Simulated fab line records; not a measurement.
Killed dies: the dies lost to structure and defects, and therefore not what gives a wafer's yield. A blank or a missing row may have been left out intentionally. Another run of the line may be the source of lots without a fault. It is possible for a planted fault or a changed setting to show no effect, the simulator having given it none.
Chamber matching / flow n5-finfet / 4 sister chambers for N5_STI_FIN_REVEAL_ALD_14 on ald-sin-03
The step deposits Si3N4, target thk 3 nm. 22 wafers are shown with their chamber, then 11 later ones without.

## EACH WAFER AND ITS CHAMBER
wafer=L074.1; chamber=0; heater-power-w (W)=759; heater-power-outer-w (W)=452; chamber-pressure-Torr (Torr)=1.996
wafer=L074.3; chamber=2; heater-power-w (W)=709; heater-power-outer-w (W)=461; chamber-pressure-Torr (Torr)=2.004
wafer=L074.6; chamber=0; heater-power-w (W)=797; heater-power-outer-w (W)=446; chamber-pressure-Torr (Torr)=1.996
wafer=L075.1; chamber=3; heater-power-w (W)=795; heater-power-outer-w (W)=480; chamber-pressure-Torr (Torr)=2.003
wafer=L075.3; chamber=0; heater-power-w (W)=764; heater-power-outer-w (W)=457; chamber-pressure-Torr (Torr)=1.995
wafer=L075.4; chamber=2; heater-power-w (W)=701; heater-power-outer-w (W)=458; chamber-pressure-Torr (Torr)=1.999
wafer=L077.1; chamber=0; heater-power-w (W)=769; heater-power-outer-w (W)=444; chamber-pressure-Torr (Torr)=2.010
wafer=L077.3; chamber=3; heater-power-w (W)=811; heater-power-outer-w (W)=483; chamber-pressure-Torr (Torr)=1.995
wafer=L077.6; chamber=0; heater-power-w (W)=766; heater-power-outer-w (W)=450; chamber-pressure-Torr (Torr)=2.010
wafer=L078.2; chamber=2; heater-power-w (W)=700; heater-power-outer-w (W)=477; chamber-pressure-Torr (Torr)=1.999
wafer=L078.4; chamber=3; heater-power-w (W)=850; heater-power-outer-w (W)=495; chamber-pressure-Torr (Torr)=2.011
wafer=L078.5; chamber=3; heater-power-w (W)=823; heater-power-outer-w (W)=478; chamber-pressure-Torr (Torr)=2.004
wafer=L081.1; chamber=1; heater-power-w (W)=939; heater-power-outer-w (W)=525; chamber-pressure-Torr (Torr)=1.996
wafer=L081.4; chamber=3; heater-power-w (W)=814; heater-power-outer-w (W)=472; chamber-pressure-Torr (Torr)=1.999
wafer=L081.5; chamber=0; heater-power-w (W)=778; heater-power-outer-w (W)=458; chamber-pressure-Torr (Torr)=2.003
wafer=L083.1; chamber=2; heater-power-w (W)=693; heater-power-outer-w (W)=470; chamber-pressure-Torr (Torr)=2.003
wafer=L083.5; chamber=3; heater-power-w (W)=826; heater-power-outer-w (W)=488; chamber-pressure-Torr (Torr)=2.003
wafer=L083.6; chamber=0; heater-power-w (W)=775; heater-power-outer-w (W)=453; chamber-pressure-Torr (Torr)=2.000
wafer=L084.2; chamber=1; heater-power-w (W)=922; heater-power-outer-w (W)=530; chamber-pressure-Torr (Torr)=2.004
wafer=L084.3; chamber=0; heater-power-w (W)=749; heater-power-outer-w (W)=457; chamber-pressure-Torr (Torr)=1.995
wafer=L084.5; chamber=1; heater-power-w (W)=922; heater-power-outer-w (W)=524; chamber-pressure-Torr (Torr)=2.008
wafer=L085.3; chamber=0; heater-power-w (W)=788; heater-power-outer-w (W)=447; chamber-pressure-Torr (Torr)=2.007

SIGNATURES (means of the wafers above)
reading=heater-power-w; chamber 0=771.67; chamber 1=927.67; chamber 2=700.75; chamber 3=819.83; scatter within a chamber=14.4
reading=heater-power-outer-w; chamber 0=451.56; chamber 1=526.33; chamber 2=466.50; chamber 3=482.67; scatter within a chamber=6.6
reading=chamber-pressure-Torr; chamber 0=2.00133; chamber 1=2.00267; chamber 2=2.00125; chamber 3=2.00250; scatter within a chamber=0.00559
Rule: a wafer lies at a distance from a chamber equal to the root of the sum of squares, over the readings, of (its reading less the chamber's mean, divided by the reading's scatter). If the next closest chamber is less than 2 further off than the closest, the wafer can't be placed; otherwise it belongs to the closest. The scatter is the square root of a quotient: the sum, over the shown wafers, of each reading's squared deviation from its chamber's mean, divided by wafers minus chambers.

## WAFERS WITH NO CHAMBER GIVEN
wafer=L085.5; heater-power-w (W)=708; heater-power-outer-w (W)=460; chamber-pressure-Torr (Torr)=2.002
wafer=L085.6; heater-power-w (W)=911; heater-power-outer-w (W)=518; chamber-pressure-Torr (Torr)=1.994
wafer=L087.2; heater-power-w (W)=779; heater-power-outer-w (W)=441; chamber-pressure-Torr (Torr)=1.999
wafer=L087.3; heater-power-w (W)=709; heater-power-outer-w (W)=453; chamber-pressure-Torr (Torr)=1.999
wafer=L087.5; heater-power-w (W)=695; heater-power-outer-w (W)=460; chamber-pressure-Torr (Torr)=2.000
wafer=L091.3; heater-power-w (W)=930; heater-power-outer-w (W)=517; chamber-pressure-Torr (Torr)=2.004
wafer=L091.4; heater-power-w (W)=700; heater-power-outer-w (W)=474; chamber-pressure-Torr (Torr)=2.001
wafer=L091.6; heater-power-w (W)=808; heater-power-outer-w (W)=476; chamber-pressure-Torr (Torr)=2.004
wafer=L097.1; heater-power-w (W)=696; heater-power-outer-w (W)=476; chamber-pressure-Torr (Torr)=1.996
wafer=L097.2; heater-power-w (W)=824; heater-power-outer-w (W)=483; chamber-pressure-Torr (Torr)=1.999
wafer=L097.3; heater-power-w (W)=786; heater-power-outer-w (W)=448; chamber-pressure-Torr (Torr)=1.997

## WHICH CHAMBER EACH ONE RAN IN
wafer=L085.5; from the rows above=2; in truth=2
wafer=L085.6; from the rows above=1; in truth=1
wafer=L087.2; from the rows above=0; in truth=0
wafer=L087.3; from the rows above=2; in truth=2
wafer=L087.5; from the rows above=2; in truth=2
wafer=L091.3; from the rows above=1; in truth=1
wafer=L091.4; from the rows above=2; in truth=2
wafer=L091.6; from the rows above=3; in truth=3
wafer=L097.1; from the rows above=2; in truth=2
wafer=L097.2; from the rows above=3; in truth=3
wafer=L097.3; from the rows above=0; in truth=0
Placed correctly: 11 of 11. Number that these rows cannot place: 0. Number placed wrongly: 0.
